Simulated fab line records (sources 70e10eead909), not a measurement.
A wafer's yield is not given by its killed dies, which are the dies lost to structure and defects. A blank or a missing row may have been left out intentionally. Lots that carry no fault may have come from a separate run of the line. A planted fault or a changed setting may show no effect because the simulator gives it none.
Matching of chambers    flow nand_harc    4 sister chambers for NHARC_A_STAIRCASE_STRIP_476 on rie_diel-05
The step strips in O2, time 20 s. 20 wafers are shown with their chamber, then 10 later ones without.

== WAFERS, EACH WITH ITS CHAMBER ==
wafer   chamber  drypump_motor_current_A (A)  showerhead_plenum_p_Torr (Torr)  oes_product_au (a.u.)
L074.2  1        6.7                          3.43                             0.994
L074.3  3        5.0                          3.28                             0.996
L074.5  2        6.3                          3.37                             0.995
L075.1  2        6.3                          3.36                             0.977
L075.2  3        4.9                          3.28                             0.991
L075.4  2        6.3                          3.36                             1.000
L082.2  2        6.3                          3.36                             0.999
L082.3  1        6.6                          3.41                             0.999
L082.4  0        5.5                          3.64                             1.016
L083.2  1        6.6                          3.41                             0.991
L083.5  2        6.4                          3.36                             1.003
L083.6  1        6.6                          3.41                             0.999
L087.3  0        5.5                          3.63                             1.005
L087.4  1        6.7                          3.41                             0.989
L087.6  3        5.0                          3.79                             1.010
L088.3  2        6.3                          3.35                             1.001
L088.5  3        4.9                          3.79                             1.001
L088.6  2        6.4                          3.35                             1.003
L091.1  3        4.9                          3.78                             1.006
L091.2  2        6.4                          3.35                             1.002

SIGNATURES (means of the wafers above)
reading                   chamber 0  chamber 1  chamber 2  chamber 3  scatter within a chamber
drypump_motor_current_A   5.500      6.640      6.338      4.940      0.0517
showerhead_plenum_p_Torr  3.6350     3.4140     3.3575     3.5840     0.139
oes_product_au            1.01050    0.99440    0.99750    1.00080    0.00751
Rule: for a wafer and a chamber, the distance is found by dividing, reading by reading, the gap between the wafer's reading and the chamber's mean by the reading's scatter, squaring, summing and taking the root. The wafer belongs to the nearest chamber; if the next one is less than 2 further off, it can't be placed. How the scatter is found: for the shown wafers, subtract from each reading the mean of its chamber, square and add these, divide the total by (wafers less chambers), then take the root.

== WAFERS WHOSE CHAMBER IS MISSING ==
wafer   drypump_motor_current_A (A)  showerhead_plenum_p_Torr (Torr)  oes_product_au (a.u.)
L091.3  5.5                          3.62                             1.010
L089.3  5.5                          3.62                             1.003
L089.4  6.3                          3.35                             1.004
L089.6  6.6                          3.40                             0.987
L092.4  6.3                          3.34                             0.999
L092.5  6.3                          3.34                             0.995
L092.6  5.0                          3.78                             1.008
L097.2  6.4                          3.33                             0.997
L097.3  5.0                          3.77                             0.994
L097.5  5.5                          3.61                             1.011

== WHICH CHAMBER EACH ONE RAN IN ==
wafer   from the rows above  in truth
L091.3  0                    0
L089.3  0                    0
L089.4  2                    2
L089.6  1                    1
L092.4  2                    2
L092.5  2                    2
L092.6  3                    3
L097.2  2                    2
L097.3  3                    3
L097.5  0                    0
Correct placement for 10 of the 10. Not placeable from these rows: 0. 0 placed wrongly.
